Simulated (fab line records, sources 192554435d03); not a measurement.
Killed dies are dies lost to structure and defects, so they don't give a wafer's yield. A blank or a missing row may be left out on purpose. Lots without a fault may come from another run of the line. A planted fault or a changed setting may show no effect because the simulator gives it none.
A struck lot beside a sound one | flow n5_finfet | 16 steps out of a route of 1938
Sound: wafers L817.1, L817.2, L817.3. Struck: wafers L822.1, L822.4, L822.6. The cause comes at the end.
At each step with rows: each side's tool, then ch and its chambers, then its first start. Under that, the readings that differ: sound wafers | struck wafers | difference of the means | sigmas: that difference in standard deviations of wafers without a fault.
alike: readings whose means differ by less than 2 such deviations, and words and numbers that are the same on both sides. not compared: withheld readings, readings that some wafer has no value for, bounds like >300 that may hide the same value, and numbers for which the record gives no deviation and whose values overlap.
The two part at a step that has a row with sigmas, a row that says differs or no value, or rows on one side only. Numbers that don't overlap but have no deviation are shown without sigmas and don't part them. A reading that every wafer of one side lacks parts them only if that side has two wafers or more.

first, 3 steps without rows for these wafers: N5_HKMG_FIN_WET_ETCH_65 (etches a-Si in TMAH, stops on TiN, time 49 s, target depth 3 nm); N5_HKMG_FIN_WET_ETCH_81 (etches TiN in SC1, stops on HfO2, time 57 s, target depth 6 nm); N5_HKMG_FIN_WET_ETCH_82 (etches La2O3 in dHCl, stops on HfO2, target depth 2 nm, rinse time 30 s).
N5_HKMG_FIN_ALD_36: deposits TiN, target thk 1 nm, pulse time 1 s, purge time 3 s.
  sound on ald_metal-01 ch 1,2,3, day 5 09:44; struck on ald_metal-02 ch 2,3, day 6 14:43
  alike: heater_power_w, precursor_pulse_height_rel
N5_HKMG_FIN_THK_MEAS_70: measures by xrf.
  sound on film_metro-01, day 5 10:01; struck on film_metro-02, day 6 15:00
  alike: HK_THK
N5_HKMG_FIN_PWFM_ALD_03: deposits TiN, target thk 2 nm, pulse time 1 s, purge time 3 s.
  sound on ald_metal-03 ch 0,1,2, day 5 10:04; struck on ald_metal-01 ch 1,2, day 6 15:02
  alike: heater_power_w, precursor_pulse_height_rel
then, 6 steps without rows for these wafers: N5_HKMG_FIN_COAT_29 (time 60 s, resist thk 300 nm); N5_HKMG_FIN_COAT_30 (time 60 s, resist thk 35 nm); N5_HKMG_FIN_COAT_06 (resist thk 90 nm); N5_HKMG_FIN_EBR_08; N5_HKMG_FIN_SOFTBAKE_07 (time 60 s); N5_HKMG_FIN_EXPOSE_09 (exposes mask NWFM).
N5_HKMG_FIN_PEB_10: peb time 60 s.
  sound on litho_track-03 ch 0, day 5 10:42; struck on litho_track-03 ch 0, day 6 15:49
then, 1 step without rows for these wafers: N5_HKMG_FIN_DEVELOP_11 (develop time 30 s).
N5_HKMG_FIN_CD_MEAS_12: target cd 92.8 nm.
  sound on cd_sem-03 ch 0, day 5 10:46; struck on cd_sem-02 ch 0, day 6 15:52
  reading    | sound          | struck         | difference | sigmas
  cd_nm (nm) | 93.4 93.4 93.8 | 74.4 74.5 74.4 | -19.1      | -39
N5_HKMG_FIN_OVL_MEAS_13:
  sound on overlay-01 ch 0, day 5 10:48; struck on overlay-02 ch 0, day 6 15:54
  alike: NWFM_OVL

WHERE THEY PART
Only at N5_HKMG_FIN_CD_MEAS_12, within this record. Later steps at which nothing parts them and some readings are alike: N5_HKMG_FIN_OVL_MEAS_13.

WHY: what the simulator had put in
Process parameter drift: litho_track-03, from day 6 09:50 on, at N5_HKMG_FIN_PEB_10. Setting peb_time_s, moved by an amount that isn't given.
